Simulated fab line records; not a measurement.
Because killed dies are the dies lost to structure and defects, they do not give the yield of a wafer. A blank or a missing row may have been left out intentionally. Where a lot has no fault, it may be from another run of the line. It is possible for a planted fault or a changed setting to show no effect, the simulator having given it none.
Chamber matching	flow nandHarc	NHARC_A_WL_FILL_ALD_00 on aldHk-02: 4 sister chambers
The step deposits Al2O3, target thk 3 nm, pulse time 3 s, ald cycles 30. 4 wafers are shown with their chamber, then 10 later ones without.

== WAFERS, EACH WITH ITS CHAMBER ==
wafer	chamber	heaterPowerW (W)
L088.5	1	450
L090.3	0	539
L092.1	3	520
L092.3	2	519

== WAFERS WITH NO CHAMBER GIVEN ==
wafer	heaterPowerW (W)
L092.5	528
L094.1	516
L094.4	460
L094.5	510
L095.1	507
L095.4	442
L095.5	526
L097.1	534
L097.3	505
L097.4	452

== CHAMBER TAKEN BY EACH ==
wafer	from the rows above	in truth
L092.5	can't be placed: 3 or 2 or 0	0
L094.1	can't be placed: 2 or 3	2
L094.4	1	1
L094.5	can't be placed: 2 or 3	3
L095.1	can't be placed: 2 or 3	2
L095.4	1	1
L095.5	can't be placed: 3 or 2 or 0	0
L097.1	can't be placed: 0 or 3 or 2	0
L097.3	can't be placed: 2 or 3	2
L097.4	1	1
Correctly placed: 3 of 10. These rows do not allow placing 7 (true chamber among the candidates in 7). Placed wrongly: 0.
How it was worked out, from the rows above alone: a wafer's distance from a chamber is the root of the sum, over the readings, of the square of ((its reading less the chamber's mean) divided by the reading's scatter). If the next closest chamber is less than 2 further off than the closest, the wafer can't be placed; otherwise it belongs to the closest. The mean given for a chamber averages the wafers shown for that chamber. The scatter (one wafer shown for each chamber): square how far every hidden wafer sits from the nearest shown wafer, average those squares and take the square root.
